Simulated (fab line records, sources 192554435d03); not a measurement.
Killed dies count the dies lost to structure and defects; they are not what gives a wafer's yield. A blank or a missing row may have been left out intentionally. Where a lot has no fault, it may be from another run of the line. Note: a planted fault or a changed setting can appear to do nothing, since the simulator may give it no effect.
Chamber matching    flow n5-finfet    N5_MOL_CONTACT_COAG_ALD_123 on ald-sin-04: 3 sister chambers
The step deposits SiNx, target thk 5 nm, pulse time 1 s, purge time 2 s. 6 wafers are shown with their chamber, then 8 later ones without.

== WAFERS PAIRED WITH THEIR CHAMBERS ==
wafer   chamber  heater-power-w (W)  precursor-pulse-height-rel
L079.6  0        908                 0.976
L080.2  0        914                 0.989
L084.3  2        861                 1.013
L084.5  3        702                 1.035
L092.1  2        804                 1.010
L092.4  3        757                 0.965

== WAFERS MISSING THEIR CHAMBER ==
wafer   heater-power-w (W)  precursor-pulse-height-rel
L092.5  932                 1.044
L094.2  905                 1.008
L094.3  841                 1.014
L094.5  735                 0.996
L095.4  812                 0.986
L095.6  758                 0.999
L097.1  916                 1.040
L097.4  760                 0.993

== THE CHAMBER EACH PASSED THROUGH ==
wafer   from the rows above           in truth
L092.5  can't be placed: 0 or 2       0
L094.2  can't be placed: 0 or 2       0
L094.3  2                             2
L094.5  3                             3
L095.4  can't be placed: 2 or 3 or 0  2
L095.6  can't be placed: 3 or 2       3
L097.1  can't be placed: 0 or 2       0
L097.4  can't be placed: 3 or 2       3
Placed correctly: 2 of 8. These rows do not allow placing 6 (true chamber among the candidates in 6). 0 placed wrongly.
How it was worked out, from the rows above alone: a wafer's distance from a chamber is the root of the sum, over the readings, of the square of ((its reading less the chamber's mean) divided by the reading's scatter). The wafer belongs to the nearest chamber; if the next one is less than 2 further off, it can't be placed. The mean given for a chamber averages the wafers shown for that chamber. How the scatter is found: for the shown wafers, subtract from each reading the mean of its chamber, square and add these, divide the total by (wafers less chambers), then take the root.
